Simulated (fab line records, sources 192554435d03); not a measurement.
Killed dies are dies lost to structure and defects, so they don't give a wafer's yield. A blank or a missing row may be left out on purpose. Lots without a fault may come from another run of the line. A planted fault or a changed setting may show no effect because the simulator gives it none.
Which tool did it? | flow n5_finfet | 10 lots, 30 wafers sampled, at 3 steps of a route of 1938

WHAT THE GAUGES READ, wafer by wafer
N5_HKMG_FIN_INSPECT_14: inspects for defects (macro).
lot  | measured    | on                | raw_defect_count
L143 | day 4 03:50 | defect_inspect-02 | 1 1 0
L146 | day 4 18:37 | defect_inspect-01 | 1 1 1
L147 | day 5 04:02 | defect_inspect-02 | 3 3 1
L149 | day 5 13:34 | defect_inspect-02 | >300 >300 >300
L150 | day 5 21:19 | defect_inspect-01 | >300 >300 >300
L158 | day 7 20:49 | defect_inspect-01 | 3 2 2
L159 | day 8 02:15 | defect_inspect-02 | 1 4 0
L161 | day 8 16:23 | defect_inspect-01 | 3 1 2
L165 | day 9 17:25 | defect_inspect-02 | 1 1 1
L166 | day 9 19:52 | defect_inspect-01 | 4 1 2

WHICH TOOL RAN EACH LOT (tool, then ch and the chambers of the sampled wafers, then the start)
lot  | N5_HKMG_FIN_STRIP_93              | N5_HKMG_FIN_ALD_79
L143 | rie_diel-01 ch 0,2, day 4 01:10   | ald_metal-01 ch 0,1, day 4 01:48
L146 | rie_diel-04 ch 1,2,3, day 4 16:08 | ald_metal-02 ch 0,1,2, day 4 16:46
L147 | rie_diel-05 ch 0,1,2, day 5 01:22 | ald_metal-03 ch 0,2, day 5 02:01
L149 | rie_diel-05 ch 1,3, day 5 11:04   | ald_metal-02 ch 0,1,3, day 5 11:44
L150 | rie_diel-05 ch 0,1,2, day 5 18:41 | ald_metal-02 ch 1,2, day 5 19:19
L158 | rie_diel-01 ch 0,1, day 7 18:12   | ald_metal-03 ch 1,2,3, day 7 18:50
L159 | rie_diel-01 ch 0,3, day 7 23:36   | ald_metal-02 ch 2,3, day 8 00:14
L161 | rie_diel-04 ch 1,2,3, day 8 13:47 | ald_metal-01 ch 0,1,3, day 8 14:25
L165 | rie_diel-01 ch 1,2, day 9 14:41   | ald_metal-02 ch 0,2,3, day 9 15:20
L166 | rie_diel-01 ch 0,1,2, day 9 17:22 | ald_metal-03 ch 0,1, day 9 18:01
- N5_HKMG_FIN_STRIP_93: strips SOC in N2/H2, time 20 s.
- N5_HKMG_FIN_ALD_79: deposits TiN, target thk 1.5 nm, pulse time 1 s, purge time 3 s.

THE ANSWER, worked out from the rows above alone
Rule: what is usual is taken from the lots themselves. Put in order of their means at a reading, lots are off if they are a third of the lots or fewer, leave a main group of 4 or more, and stand apart from it by a gap of 3 or more times the standard deviation of the main group's means; of several such gaps the widest counts. A main group whose means are all the same, to the digits that the tables above print for the reading, isn't used. A lot without any number at a reading at which 4 lots or more have one is off too. The other lots that the step has rows for count as sound.
Off: L149, L150, at N5_HKMG_FIN_INSPECT_14 (raw_defect_count). Without a number there: L149, L150. The main group: mean 1.7, standard deviation 0.65.
A tool fits if, at a process step before that reading, it ran every lot that is off, and no sound lot after the first of them. The gauges at N5_HKMG_FIN_INSPECT_14 are tried like those tools. One fits: rie_diel-05 at N5_HKMG_FIN_STRIP_93. Its last sound lot is L147 (day 5 01:22), its first lot that is off L149 (day 5 11:04): a fault that began between those two fits.

WHAT THE SIMULATOR HAD PUT IN
Chamber particle source: rie_diel-05, from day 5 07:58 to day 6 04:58, at N5_HKMG_FIN_STRIP_93. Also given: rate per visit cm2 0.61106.
Lots struck among those shown: L149, L150. The rule above found the same.
